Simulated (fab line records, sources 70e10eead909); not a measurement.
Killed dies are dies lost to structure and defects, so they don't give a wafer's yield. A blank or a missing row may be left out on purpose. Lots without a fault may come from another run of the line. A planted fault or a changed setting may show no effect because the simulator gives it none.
Chamber matching | flow nand_harc | NHARC_A_CHANNEL_FILL_D1_ETCHBACK_20 on rie_diel-07: 4 sister chambers
The step etches the open film in C4F8/O2/Ar, target depth 27 nm, time 13.5 s. 14 wafers are shown with their chamber, then 7 later ones without.

WAFERS WITH THEIR CHAMBER
wafer  | chamber | rf_vpp_V (V) | oes_product_au (a.u.)
L076.1 | 3       | 976          | 0.93
L076.2 | 1       | 986          | 1.00
L076.5 | 1       | 986          | 0.99
L077.2 | 0       | 974          | 0.93
L077.4 | 2       | 978          | 0.93
L077.6 | 3       | 976          | 0.93
L079.2 | 0       | 975          | 0.92
L079.5 | 3       | 975          | 0.91
L079.6 | 2       | 978          | 0.93
L090.1 | 1       | 985          | 0.99
L090.3 | 0       | 975          | 0.99
L090.6 | 0       | 973          | 0.99
L094.1 | 2       | 979          | 0.93
L094.3 | 1       | 986          | 0.92

SIGNATURES (means of the wafers above)
reading        | chamber 0 | chamber 1 | chamber 2 | chamber 3 | scatter within a chamber
rf_vpp_V       | 974.25    | 985.75    | 978.33    | 975.67    | 0.695
oes_product_au | 0.9575    | 0.9750    | 0.9300    | 0.9233    | 0.0294
Rule: a wafer's distance from a chamber is the root of the sum, over the readings, of the square of ((its reading less the chamber's mean) divided by the reading's scatter). The wafer belongs to the nearest chamber; if the next one is less than 2 further off, it can't be placed. The scatter: the root of (the sum of the squares of (reading less its chamber's mean) over the shown wafers, divided by (wafers less chambers)).

WAFERS WITHOUT THEIR CHAMBER
wafer  | rf_vpp_V (V) | oes_product_au (a.u.)
L094.4 | 976          | 0.92
L095.3 | 985          | 0.93
L095.4 | 977          | 0.95
L095.6 | 977          | 0.92
L097.1 | 986          | 0.92
L097.2 | 977          | 0.94
L097.5 | 974          | 0.91

WHICH CHAMBER EACH WENT THROUGH
wafer  | from the rows above          | in truth
L094.4 | 3                            | 3
L095.3 | 1                            | 1
L095.4 | can't be placed: 2 or 3 or 0 | 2
L095.6 | can't be placed: 3 or 2      | 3
L097.1 | 1                            | 1
L097.2 | can't be placed: 2 or 3      | 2
L097.5 | can't be placed: 0 or 3      | 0
Placed correctly: 3 of 7. Can't be placed from these rows: 4 (the true chamber is among the candidates in 4). Placed wrongly: 0.
